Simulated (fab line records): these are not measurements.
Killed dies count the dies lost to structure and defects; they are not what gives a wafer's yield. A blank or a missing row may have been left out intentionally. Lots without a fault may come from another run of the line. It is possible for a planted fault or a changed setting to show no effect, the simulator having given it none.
Chamber matching :: flow nand-harc :: NHARC_A_STAIRCASE_DESCUM_443 on rie-diel-12: 4 sister chambers
The step chemistry O2, time 3 s. 18 wafers are shown with their chamber, then 9 later ones without.

== EACH WAFER AND ITS CHAMBER ==
wafer: L074.1
chamber: 1
drypump-motor-current-A (A): 6.2
showerhead-plenum-p-Torr (Torr): 1.76
o2-flow-sccm (sccm): 200.4

wafer: L074.5
chamber: 0
drypump-motor-current-A (A): 6.2
showerhead-plenum-p-Torr (Torr): 1.85
o2-flow-sccm (sccm): 199.6

wafer: L074.6
chamber: 1
drypump-motor-current-A (A): 6.3
showerhead-plenum-p-Torr (Torr): 1.76
o2-flow-sccm (sccm): 200.7

wafer: L076.1
chamber: 2
drypump-motor-current-A (A): 6.3
showerhead-plenum-p-Torr (Torr): 1.88
o2-flow-sccm (sccm): 199.5

wafer: L076.3
chamber: 1
drypump-motor-current-A (A): 6.3
showerhead-plenum-p-Torr (Torr): 2.08
o2-flow-sccm (sccm): 200.0

wafer: L076.5
chamber: 3
drypump-motor-current-A (A): 5.9
showerhead-plenum-p-Torr (Torr): 2.05
o2-flow-sccm (sccm): 200.7

wafer: L081.3
chamber: 2
drypump-motor-current-A (A): 6.3
showerhead-plenum-p-Torr (Torr): 1.88
o2-flow-sccm (sccm): 198.8

wafer: L081.4
chamber: 1
drypump-motor-current-A (A): 6.2
showerhead-plenum-p-Torr (Torr): 2.07
o2-flow-sccm (sccm): 199.3

wafer: L081.5
chamber: 3
drypump-motor-current-A (A): 5.9
showerhead-plenum-p-Torr (Torr): 2.05
o2-flow-sccm (sccm): 199.3

wafer: L085.3
chamber: 3
drypump-motor-current-A (A): 5.9
showerhead-plenum-p-Torr (Torr): 2.04
o2-flow-sccm (sccm): 200.5

wafer: L085.5
chamber: 0
drypump-motor-current-A (A): 6.2
showerhead-plenum-p-Torr (Torr): 1.84
o2-flow-sccm (sccm): 200.3

wafer: L085.6
chamber: 3
drypump-motor-current-A (A): 5.9
showerhead-plenum-p-Torr (Torr): 2.04
o2-flow-sccm (sccm): 199.2

wafer: L084.3
chamber: 2
drypump-motor-current-A (A): 6.3
showerhead-plenum-p-Torr (Torr): 1.87
o2-flow-sccm (sccm): 199.1

wafer: L084.4
chamber: 0
drypump-motor-current-A (A): 6.2
showerhead-plenum-p-Torr (Torr): 1.84
o2-flow-sccm (sccm): 200.1

wafer: L084.6
chamber: 1
drypump-motor-current-A (A): 6.2
showerhead-plenum-p-Torr (Torr): 2.06
o2-flow-sccm (sccm): 200.1

wafer: L091.2
chamber: 2
drypump-motor-current-A (A): 6.3
showerhead-plenum-p-Torr (Torr): 1.87
o2-flow-sccm (sccm): 199.0

wafer: L091.3
chamber: 0
drypump-motor-current-A (A): 6.2
showerhead-plenum-p-Torr (Torr): 1.83
o2-flow-sccm (sccm): 199.3

wafer: L091.5
chamber: 0
drypump-motor-current-A (A): 6.2
showerhead-plenum-p-Torr (Torr): 1.83
o2-flow-sccm (sccm): 199.8

SIGNATURES (means of the wafers above)
reading: drypump-motor-current-A
chamber 0: 6.200
chamber 1: 6.240
chamber 2: 6.300
chamber 3: 5.900
scatter within a chamber: 0.0293

reading: showerhead-plenum-p-Torr
chamber 0: 1.8380
chamber 1: 1.9460
chamber 2: 1.8750
chamber 3: 2.0450
scatter within a chamber: 0.091

reading: o2-flow-sccm
chamber 0: 199.820
chamber 1: 200.100
chamber 2: 199.100
chamber 3: 199.925
scatter within a chamber: 0.523
Rule: for a wafer and a chamber, the distance is found by dividing, reading by reading, the gap between the wafer's reading and the chamber's mean by the reading's scatter, squaring, summing and taking the root. If the next closest chamber is less than 2 further off than the closest, the wafer can't be placed; otherwise it belongs to the closest. The scatter: take each reading less its chamber's mean, square it, sum over the shown wafers, divide by the number of wafers less the number of chambers, and take the root.

== WAFERS MISSING THEIR CHAMBER ==
wafer: L092.3
drypump-motor-current-A (A): 6.2
showerhead-plenum-p-Torr (Torr): 2.06
o2-flow-sccm (sccm): 199.2

wafer: L092.5
drypump-motor-current-A (A): 6.2
showerhead-plenum-p-Torr (Torr): 2.06
o2-flow-sccm (sccm): 200.0

wafer: L092.6
drypump-motor-current-A (A): 6.2
showerhead-plenum-p-Torr (Torr): 1.83
o2-flow-sccm (sccm): 200.6

wafer: L096.2
drypump-motor-current-A (A): 6.3
showerhead-plenum-p-Torr (Torr): 1.86
o2-flow-sccm (sccm): 201.0

wafer: L096.3
drypump-motor-current-A (A): 5.9
showerhead-plenum-p-Torr (Torr): 2.03
o2-flow-sccm (sccm): 200.5

wafer: L096.5
drypump-motor-current-A (A): 5.9
showerhead-plenum-p-Torr (Torr): 2.03
o2-flow-sccm (sccm): 200.5

wafer: L097.2
drypump-motor-current-A (A): 6.3
showerhead-plenum-p-Torr (Torr): 1.86
o2-flow-sccm (sccm): 199.5

wafer: L097.3
drypump-motor-current-A (A): 6.2
showerhead-plenum-p-Torr (Torr): 1.83
o2-flow-sccm (sccm): 199.5

wafer: L097.5
drypump-motor-current-A (A): 6.3
showerhead-plenum-p-Torr (Torr): 1.86
o2-flow-sccm (sccm): 200.0

== CHAMBER TAKEN BY EACH ==
wafer: L092.3
from the rows above: can't be placed: 1 or 0 or 2
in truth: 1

wafer: L092.5
from the rows above: can't be placed: 1 or 0
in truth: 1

wafer: L092.6
from the rows above: can't be placed: 0 or 1
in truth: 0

wafer: L096.2
from the rows above: can't be placed: 1 or 2 or 0
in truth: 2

wafer: L096.3
from the rows above: 3
in truth: 3

wafer: L096.5
from the rows above: 3
in truth: 3

wafer: L097.2
from the rows above: can't be placed: 2 or 1
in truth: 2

wafer: L097.3
from the rows above: can't be placed: 0 or 1
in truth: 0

wafer: L097.5
from the rows above: can't be placed: 2 or 1 or 0
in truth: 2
Placed correctly: 2 of 9. Unplaceable from these rows: 7, with the true chamber sitting among the candidates in 7. Placed wrongly: 0.
